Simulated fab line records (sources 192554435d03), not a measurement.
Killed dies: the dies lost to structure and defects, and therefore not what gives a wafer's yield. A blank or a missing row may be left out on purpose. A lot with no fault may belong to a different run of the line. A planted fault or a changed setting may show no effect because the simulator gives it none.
Chamber matching ; flow n5-finfet ; rie-diel-05 running N5_BEOL_M0_SAQP_STRIP_75: 4 sister chambers
The step strips in CF4. 14 wafers are shown with their chamber, then 7 later ones without.

== WAFERS, EACH WITH ITS CHAMBER ==
wafer;chamber;drypump-motor-current-A (A);throttle-valve-pct (%);showerhead-plenum-p-Torr (Torr)
L077.1;3;5.4;13.51;1.80
L077.2;2;5.8;13.67;1.80
L077.3;1;5.5;13.41;1.72
L085.3;3;5.4;13.54;1.80
L085.5;2;5.8;13.69;1.79
L085.6;3;5.4;13.53;1.80
L086.2;2;5.7;13.70;1.79
L086.3;3;5.4;13.54;1.80
L086.6;3;5.4;13.55;1.80
L091.1;3;5.4;13.54;1.79
L091.4;2;5.7;13.71;1.79
L091.5;3;5.4;13.56;1.80
L092.2;0;6.1;13.08;1.75
L092.3;1;5.5;13.46;1.71

SIGNATURES (averages over the wafers above)
reading;chamber 0;chamber 1;chamber 2;chamber 3;scatter within a chamber
drypump-motor-current-A;6.100;5.500;5.750;5.400;0.0316
throttle-valve-pct;13.0800;13.4350;13.6925;13.5386;0.019
showerhead-plenum-p-Torr;1.7500;1.7150;1.7925;1.7986;0.00459
Rule: for each reading, subtract the chamber's mean from the wafer's reading, divide by that reading's scatter and square the result; add these up over the readings and take the root, which gives the wafer's distance from the chamber. If the next closest chamber is less than 2 further off than the closest, the wafer can't be placed; otherwise it belongs to the closest. The scatter: the root of (the sum of the squares of (reading less its chamber's mean) over the shown wafers, divided by (wafers less chambers)).

== WAFERS WITHOUT THEIR CHAMBER ==
wafer;drypump-motor-current-A (A);throttle-valve-pct (%);showerhead-plenum-p-Torr (Torr)
L092.6;5.4;13.56;1.80
L093.2;5.4;13.55;1.79
L093.5;5.5;13.46;1.71
L093.6;5.8;13.73;1.79
L095.3;5.8;13.75;1.79
L095.5;5.8;13.73;1.79
L095.6;5.5;13.48;1.71

== EACH ONE'S CHAMBER ==
wafer;from the rows above;in truth
L092.6;3;3
L093.2;3;3
L093.5;1;1
L093.6;2;2
L095.3;2;2
L095.5;2;2
L095.6;1;1
Placed correctly: 7 of 7. From these rows, 0 cannot be placed. 0 placed wrongly.
